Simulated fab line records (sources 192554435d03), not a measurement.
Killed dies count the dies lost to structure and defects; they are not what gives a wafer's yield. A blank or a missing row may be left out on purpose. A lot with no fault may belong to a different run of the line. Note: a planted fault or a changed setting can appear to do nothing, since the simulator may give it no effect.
Comparing a struck lot with a sound one -- flow n5-finfet -- 38 steps out of a route of 1938
Sound: these wafers, L561.2, L561.5, L561.6. Struck: wafer L577.4 (left out: L577.3, L577.6 of the same lot, which were not struck); the cause appears at the end.
For every step that has rows: the tool of each side, followed by ch and its chambers, followed by its first start. Under that, the readings that differ: sound wafers -- struck wafers -- difference of the means -- sigmas: that difference in standard deviations of wafers without a fault.
alike: a reading whose means differ by less than 2 such deviations, as well as words and numbers matching on both sides. not compared: withheld readings; readings where some wafer has no value; bounds like >300 that might hide an equal value; numbers whose values overlap and for which the record gives no deviation.
Wherever a step has rows on one side only, a row that says differs or no value, or a row with sigmas, the two part there. Numbers that have no deviation but don't overlap get no sigmas and don't part them. A reading that every wafer of one side lacks parts them only if that side has two wafers or more.

first, 9 steps without rows for these wafers: N5_BEOL_M12_SOFTBAKE_23 (time 60 s); N5_BEOL_M12_EXPOSE_25 (exposes mask M12); N5_BEOL_M12_PEB_26 (peb time 90 s); N5_BEOL_M12_DEVELOP_27 (develop time 45 s); N5_BEOL_M12_HARDBAKE_32 (time 120 s); N5_BEOL_M12_DESCUM_33 (chemistry O2, time 7.9 s); N5_BEOL_M12_ETCH_67 (etches SiARC in CF4, target depth 143 nm, time 238.3 s); N5_BEOL_M12_ETCH_68 (etches SOC in N2/H2, time 285 s); N5_BEOL_M12_STRIP_69 (strips in N2/H2).
N5_BEOL_M12_TRENCH_ETCH_34: etches SiOC in C4F8/O2/Ar, target depth 318.95 nm, time 125.5 s.
  sound on rie-diel-03 ch 1,2, day 14 02:04; struck on rie-diel-03 ch 2, day 18 08:40
reading,sound,struck,difference,sigmas
oes-product-au (a.u.),0.87 0.87 0.72,1.00,+0.18,+2
model.etch.depth-nm (nm),312.5 309.8 311.1,532,+221,
  alike: drypump-motor-current-A, he-inner-torr, rf-vpp-V, showerhead-plenum-p-Torr, throttle-valve-pct
  not compared: rf-hours-counter-h
then, 1 step without rows for these wafers: N5_BEOL_M12_STRIP_70 (strips in C4F8/O2/Ar).
N5_BEOL_M12_OCD_MEAS_35:
  sound on ocd-02, day 14 02:13; struck on ocd-01, day 18 08:49
reading,sound,struck,difference,sigmas
trench-depth-nm (nm),312 310 311,532,+221,+37
then, 11 steps without rows for these wafers: N5_BEOL_M12_STRIP_37 (strips in N2/H2); N5_BEOL_M12_ETCH_38 (etches SiCN in CF4/N2, target depth 68.7 nm, time 73.4 s); N5_BEOL_M12_PRECLEAN_39 (cleans in residue remover, time 60 s); N5_BEOL_M12_SRD_40 (time 30 s, dry time 30 s); N5_BEOL_M12_DEGAS_41 (time 60 s); N5_BEOL_M12_PRE_CLEAN_42 (time 30 s); N5_BEOL_M12_SPUTTER_43 (material TaN, target thk 15 nm, time 24.19 s); N5_BEOL_M12_SPUTTER_44 (material Ta, target thk 10 nm, time 16.13 s); N5_BEOL_M12_SPUTTER_45 (material Cu, target thk 80 nm, time 13.33 s); N5_BEOL_M12_ECD_47 (material Cu, target thk 720 nm); N5_BEOL_M12_ANNEAL_48 (time 90 s).
N5_BEOL_M12_CMP_49: polishes, stops on SiOC, t overpolish 20.6 s, target thk 320 nm.
  sound on cmp-03 ch 0,1, day 14 04:17; struck on cmp-04 ch 0, day 18 15:02
reading,sound,struck,difference,sigmas
model.Cu_of_BEOL_M12_ECD_47.thk-nm (nm),313.4 309.8 311,533.8,+222.4,
  alike: barrier-field-endpoint-s, clearing-platen-rpm, motor-current-A, overpolish-run-s, slurry-filter-dp-kPa, slurry-flow-ml-min
N5_BEOL_M12_THK_MEAS_50: measures by xrf.
  sound on film-metro-02, day 14 04:35; struck on film-metro-02, day 18 15:20
reading,sound,struck,difference,sigmas
M12_THK (nm),311 307 310,532,+223,+31
then, 2 steps without rows for these wafers: N5_BEOL_M12_PRE_CLEAN_52 (time 15 s); N5_BEOL_M12_DEP_53 (deposits SiCN from 3MS/NH3, target thk 30 nm, time 10.5 s).
N5_BEOL_M12_RS_MEAS_54: a four-point-probe measurement.
  sound on film-metro-01, day 14 04:43; struck on film-metro-02, day 18 15:28
reading,sound,struck,difference,sigmas
M12_RS (ohm/sq),0.0612 0.0621 0.0617,0.0353,-0.0264,-22
then, 9 steps without rows for these wafers: N5_BEOL_M13_ILD_DEP_00 (deposits SiOC from DEMS/O2, target thk 837.92 nm, time 166.4 s); N5_BEOL_M13_COAT_58 (time 60 s, resist thk 89 nm); N5_BEOL_M13_COAT_04 (resist thk 400 nm); N5_BEOL_M13_EBR_06; N5_BEOL_M13_SOFTBAKE_05 (time 60 s); N5_BEOL_M13_EXPOSE_07 (exposes mask V12); N5_BEOL_M13_PEB_08 (peb time 90 s); N5_BEOL_M13_DEVELOP_09 (develop time 45 s); N5_BEOL_M13_HARDBAKE_14 (time 120 s).
N5_BEOL_M15_RC_MEAS_101:
  sound on prober-02 ch 0, day 14 22:27; struck on prober-02 ch 0, day 19 09:10
reading,sound,struck,difference,sigmas
SERP_M12 (ohm/um),0.680 0.652 0.654,0.381,-0.281,-14
SERP_M12_max_site (ohm/um),0.693 0.681 0.661,0.386,-0.292,-14
SERP_M5 (ohm/um),36.3 36.9 35.8,40.5,+4.2,+2
  alike: etest-temp-c, COMB_M10, COMB_M11, COMB_M13, COMB_M14, COMB_M15, COMB_M5, COMB_M6, COMB_M7, COMB_M8, COMB_M9, SERP_M10, SERP_M11, SERP_M11_max_site, SERP_M13, SERP_M14, SERP_M6, SERP_M7, SERP_M8, SERP_M8_max_site, SERP_M9, SERP_M9_max_site

## WHERE THEY PART
First at N5_BEOL_M12_TRENCH_ETCH_34; last, within this record, at N5_BEOL_M15_RC_MEAS_101.

WHY: what had been put in by the simulator
rie-diel-03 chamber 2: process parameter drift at N5_BEOL_M12_TRENCH_ETCH_34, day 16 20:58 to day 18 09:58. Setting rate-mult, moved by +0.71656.
